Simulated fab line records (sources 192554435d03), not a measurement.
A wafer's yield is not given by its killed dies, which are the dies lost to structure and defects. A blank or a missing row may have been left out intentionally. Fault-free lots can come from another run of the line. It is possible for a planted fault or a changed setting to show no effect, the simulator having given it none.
Chamber matching + flow n5-finfet + N5_BEOL_M10_STRIP_36 on rie-diel-03 has 4 sister chambers
The step strips in N2/H2. 8 wafers are shown with their chamber, then 8 later ones without.

## EACH WAFER AND ITS CHAMBER
| wafer  | chamber | showerhead-plenum-p-Torr (Torr) | throttle-valve-pct (%) |
|--------|---------|---------------------------------|------------------------|
| L086.2 | 0       | 2.59                            | 23.6                   |
| L091.1 | 2       | 2.66                            | 23.3                   |
| L091.2 | 0       | 2.59                            | 23.6                   |
| L091.6 | 1       | 2.41                            | 23.3                   |
| L095.1 | 3       | 2.50                            | 24.0                   |
| L095.4 | 2       | 2.66                            | 23.2                   |
| L095.5 | 3       | 2.50                            | 23.9                   |
| L097.2 | 1       | 2.40                            | 23.3                   |

## WAFERS WITHOUT THEIR CHAMBER
| wafer  | showerhead-plenum-p-Torr (Torr) | throttle-valve-pct (%) |
|--------|---------------------------------|------------------------|
| L097.3 | 2.59                            | 23.6                   |
| L097.6 | 2.50                            | 24.0                   |
| L093.3 | 2.50                            | 23.9                   |
| L093.4 | 2.40                            | 23.4                   |
| L093.6 | 2.50                            | 23.9                   |
| L094.1 | 2.66                            | 23.3                   |
| L094.4 | 2.40                            | 23.4                   |
| L094.6 | 2.66                            | 23.3                   |

## WHICH CHAMBER EACH WENT THROUGH
| wafer  | from the rows above | in truth |
|--------|---------------------|----------|
| L097.3 | 0                   | 0        |
| L097.6 | 3                   | 3        |
| L093.3 | 3                   | 3        |
| L093.4 | 1                   | 1        |
| L093.6 | 3                   | 3        |
| L094.1 | 2                   | 2        |
| L094.4 | 1                   | 1        |
| L094.6 | 2                   | 2        |
Correct placement for 8 of the 8. Can't be placed from these rows: 0. Placed wrongly: 0.
How it was worked out, from the rows above alone: a wafer's distance from a chamber is the root of the sum, over the readings, of the square of ((its reading less the chamber's mean) divided by the reading's scatter). If the next closest chamber is less than 2 further off than the closest, the wafer can't be placed; otherwise it belongs to the closest. A chamber's mean is the mean of its shown wafers. The scatter: take each reading less its chamber's mean, square it, sum over the shown wafers, divide by the number of wafers less the number of chambers, and take the root.
